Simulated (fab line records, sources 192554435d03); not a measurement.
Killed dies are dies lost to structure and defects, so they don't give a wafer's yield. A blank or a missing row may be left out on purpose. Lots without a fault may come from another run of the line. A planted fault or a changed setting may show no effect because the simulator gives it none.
Split-lot experiment | flow n5_finfet | 7 lots, 39 wafers read, on a route of 1938 steps

THE SPLIT
At N5_BEOL_M14_SPUTTER_44 (material Ta, target thk 15 nm, time 24.19 s), the setting target_thk_a was moved away from the recipe's 150 angstrom on 15 of the 39 wafers read, by -48.3% to +34.2%. The other wafers ran this setting at the recipe's value.

FROM THE SPLIT TO THE READING: what the file shows between them, 3 steps
- N5_BEOL_M14_SPUTTER_45: material Cu, target thk 100 nm, time 16.67 s
- N5_BEOL_M14_ECD_47: material Cu, target thk 1248 nm
- N5_BEOL_M14_ANNEAL_48: time 90 s

THE READING
barrier_field_endpoint_s, in s, at N5_BEOL_M14_CMP_49 (polishes, stops on SiO2, t overpolish 5.2 s, target thk 560 nm). Fault-free wafers of this fab line usually give 11.43 s, standard deviation 0.3 s.

wafer  | tool, chamber at the split | target_thk_a as run, angstrom | against the recipe | barrier_field_endpoint_s, s | against lot-mates on the recipe
L074.1 | pvd_sputter-02, -          | 150                           | recipe             | 11.50                       | -
L074.4 | pvd_sputter-02, -          | 113.4                         | -24.4%             | 10.23                       | -1.42
L074.2 | pvd_sputter-02, -          | 150                           | recipe             | 11.92                       | -
L074.3 | pvd_sputter-02, -          | 113.4                         | -24.4%             | 10.29                       | -1.36
L074.5 | pvd_sputter-02, -          | 150                           | recipe             | 11.54                       | -
L074.6 | pvd_sputter-02, -          | 113.4                         | -24.4%             | 10.26                       | -1.39
L075.4 | pvd_sputter-01, -          | 150                           | recipe             | 10.73                       | -
L075.3 | pvd_sputter-01, -          | 150                           | recipe             | 10.94                       | -
L075.1 | pvd_sputter-01, -          | 150                           | recipe             | 11.31                       | -
L075.2 | pvd_sputter-01, -          | 150                           | recipe             | 11.30                       | -
L075.6 | pvd_sputter-01, -          | 150                           | recipe             | 11.10                       | -
L075.5 | pvd_sputter-01, -          | 150                           | recipe             | 10.82                       | -
L082.4 | pvd_sputter-02, -          | 150                           | recipe             | 11.40                       | -
L082.2 | pvd_sputter-02, -          | 90.74                         | -39.5%             | 9.27                        | -2.05
L082.1 | pvd_sputter-02, -          | 150                           | recipe             | 11.52                       | -
L082.3 | pvd_sputter-02, -          | 90.74                         | -39.5%             | 9.01                        | -2.31
L082.6 | pvd_sputter-02, -          | 150                           | recipe             | 11.05                       | -
L082.5 | pvd_sputter-02, -          | 90.74                         | -39.5%             | 9.12                        | -2.20
L080.4 | pvd_sputter-01, -          | 150                           | recipe             | 11.36                       | -
L080.1 | pvd_sputter-01, -          | 201.3                         | +34.2%             | 13.95                       | +2.59
L080.3 | pvd_sputter-01, -          | 201.3                         | +34.2%             | 12.66                       | +1.30
L080.2 | pvd_sputter-01, -          | 150                           | recipe             | 11.41                       | -
L080.6 | pvd_sputter-01, -          | 201.3                         | +34.2%             | 13.31                       | +1.95
L080.5 | pvd_sputter-01, -          | 150                           | recipe             | 11.32                       | -
L083.4 | pvd_sputter-01, -          | 150                           | recipe             | 11.42                       | -
L083.1 | pvd_sputter-01, -          | 150                           | recipe             | 11.71                       | -
L083.2 | pvd_sputter-01, -          | 79.08                         | -47.3%             | 8.78                        | -2.86
L083.3 | pvd_sputter-01, -          | 150                           | recipe             | 11.80                       | -
L083.5 | pvd_sputter-01, -          | 79.08                         | -47.3%             | 8.35                        | -3.29
L083.6 | pvd_sputter-01, -          | 79.08                         | -47.3%             | 8.84                        | -2.80
L088.1 | pvd_sputter-02, -          | 150                           | recipe             | 11.43                       | -
L088.3 | pvd_sputter-02, -          | 77.62                         | -48.3%             | 8.87                        | -2.58
L088.2 | pvd_sputter-02, -          | 150                           | recipe             | 11.39                       | -
L088.4 | pvd_sputter-02, -          | 150                           | recipe             | 11.52                       | -
L088.5 | pvd_sputter-02, -          | 77.62                         | -48.3%             | 8.85                        | -2.60
L088.6 | pvd_sputter-02, -          | 77.62                         | -48.3%             | 9.10                        | -2.35
L092.3 | pvd_sputter-01, -          | 150                           | recipe             | 11.08                       | -
L092.1 | pvd_sputter-01, -          | 150                           | recipe             | 11.20                       | -
L092.5 | pvd_sputter-01, -          | 150                           | recipe             | 11.25                       | -

THE FIT
A straight line over all 39 wafers: barrier_field_endpoint_s changes by +0.0541 s for each +1% of target_thk_a; r = +0.97; the points scatter about the line by 0.3 s.
The same after taking each lot's own level away (the mean of its wafers on the recipe; 39 wafers): +0.0569 s for each +1%; r = +0.98; scatter 0.24 s.
On that fit, the largest move of target_thk_a shifts the reading by 2.7 s.
The lots' own levels span 11.033 to 11.653 s, that is 2.1 times the standard deviation above.
So the lot-to-lot level changes the slope little: the two slopes agree.
Check: with one of the wafers moved furthest among these (-48.3%) left out of the fit, the line predicts -2.77 s for it against its lot-mates. It came out at -2.58 s against them.

OTHER SPLITS ON THESE WAFERS
These wafers also went through other splits before the reading. Each is held against what the fit with the lots' levels taken away leaves over:
other split on the same wafers   | wafers away from the commonest value | r with barrier_field_endpoint_s (lot level and that fit taken away)
N5_BEOL_M9_TRENCH_ETCH_37 time_s | 15                                   | -0.04

THE WHOLE CHAIN: every reading that the file lists as answering this split, in the file's order
step                   | what it does                                                   | reading                                                                           | change (the file's fit)               | r (the file's)
N5_BEOL_M14_SPUTTER_44 | material Ta, target thk 15 nm, time 24.19 s                    | Ta_of_BEOL_M14_SPUTTER_44.thk_nm (the simulator's own value, which no gauge read) | +0.148 nm for each +1% of the setting | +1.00
N5_BEOL_M14_CMP_49     | polishes, stops on SiO2, t overpolish 5.2 s, target thk 560 nm | barrier_field_endpoint_s                                                          | +0.0569 s for each +1% of the setting | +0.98

THE FILE'S OWN FIT
barrier_field_endpoint_s changes by +0.0569 s for each +1% of target_thk_a, r = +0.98.
